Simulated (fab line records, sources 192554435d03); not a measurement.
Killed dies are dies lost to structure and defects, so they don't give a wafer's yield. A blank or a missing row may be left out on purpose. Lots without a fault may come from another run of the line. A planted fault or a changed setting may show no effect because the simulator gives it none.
Problem report in the 8D (eight disciplines) form, filled by code | flow n5_finfet | the parts of the form that need people (team, actions taken, sign-off) are left out

1. THE PROBLEM
susceptor_temp_C at N5_BEOL_M11_DEGAS_44 reads a mean of 254.33 C on 1 wafer of 1 lot; wafers without a fault read 249.99 C with a standard deviation of 0.2. That is +22 standard deviations from the usual mean.
The step: time 60 s.
First seen on wafer L159.3, day 12 17:56, on pvd_sputter-03. The record holds 29 wafers of 11 lots with a number at this step. Rule for "out", or "out of limits": more than 4 standard deviations from the usual mean. The other wafers with a number count as sound.

2. WHAT IT IS AND WHAT IT IS NOT
question                    | is                | is not
which readings at this step | susceptor_temp_C  | heater_power_w
which lots                  | L159              | L151, L152, L153, L156, L158, L160, L168, L172, L173, L174
which wafers of those lots  | L159.3            | L159.1, L159.2
read on which tools         | pvd_sputter-03    | pvd_sputter-01, pvd_sputter-02
when                        | from day 12 17:56 | up to then (12 sound wafers); but 16 sound wafers of L158, L160, L168, L172, L173, L174 came after

3. SUSPECTS, AND WHAT RULES EACH OUT
Counting: a tool at a process step up to the reading stays a suspect if it ran every lot that is out. Sound lots after the first of them don't rule it out here, since some wafers of a struck lot are sound.
- rie_diel-06 at N5_BEOL_M11_STRIP_36 (strips in N2/H2): kept. It ran the lot that is out, L159 (day 12 16:54); its last sound lot up to then is L151 (day 10 18:52).
- rie_diel-06 at N5_BEOL_M11_STRIP_77 (strips in N2/H2, time 10 s): kept. It ran the lot that is out, L159 (day 12 17:07); its last sound lot up to then is L151 (day 10 19:05). N5_BEOL_M11_STRIP_77 gives no start for some lots, so the hours and the order of its lots are those of N5_BEOL_M11_OCD_MEAS_38.
- pvd_sputter-03 at N5_BEOL_M11_DEGAS_44 (time 60 s): kept. It ran the lot that is out, L159 (day 12 17:56); its last sound lot up to then is L156 (day 11 21:29). Its own readings are out on those wafers: susceptor_temp_C.
- Within rie_diel-06 at N5_BEOL_M11_STRIP_36: the wafers that are out ran in chamber 2; their sound lot-mates ran in chambers 1, 3.
- Within rie_diel-06 at N5_BEOL_M11_STRIP_77: the wafers that are out ran in chamber 2; their sound lot-mates ran in chambers 1, 3.
Left after counting: rie_diel-06 at N5_BEOL_M11_STRIP_36, rie_diel-06 at N5_BEOL_M11_STRIP_77, pvd_sputter-03 at N5_BEOL_M11_DEGAS_44.

4. THE CAUSE (what the simulator had put in)
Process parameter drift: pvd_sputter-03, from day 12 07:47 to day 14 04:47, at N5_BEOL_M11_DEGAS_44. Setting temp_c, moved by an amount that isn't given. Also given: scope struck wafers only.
Counting left 3 suspects, and this tool is among them.

5. THE CHAIN OF EFFECTS, in route order
Each row: a reading whose mean over the struck wafers that have a number lies more than 3 standard deviations from the usual. Only readings for which the record gives a usual standard deviation are gone through. hours: the time from each lot's start at the first step in this table that gives one to its start at this step, as a median over the lots. sigmas: the change in usual standard deviations.
hours | step                 | reading          | usual    | on struck wafers | change | sigmas
0     | N5_BEOL_M11_DEGAS_44 | susceptor_temp_C | 249.99 C | 254.33           | +4.34  | +22
The process steps in it:
- N5_BEOL_M11_DEGAS_44: time 60 s.

6. WHAT WOULD HAVE CAUGHT IT SOONER
In this record the first reading out of limits was taken at day 12 17:56, 10 hours after the fault began at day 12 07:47.
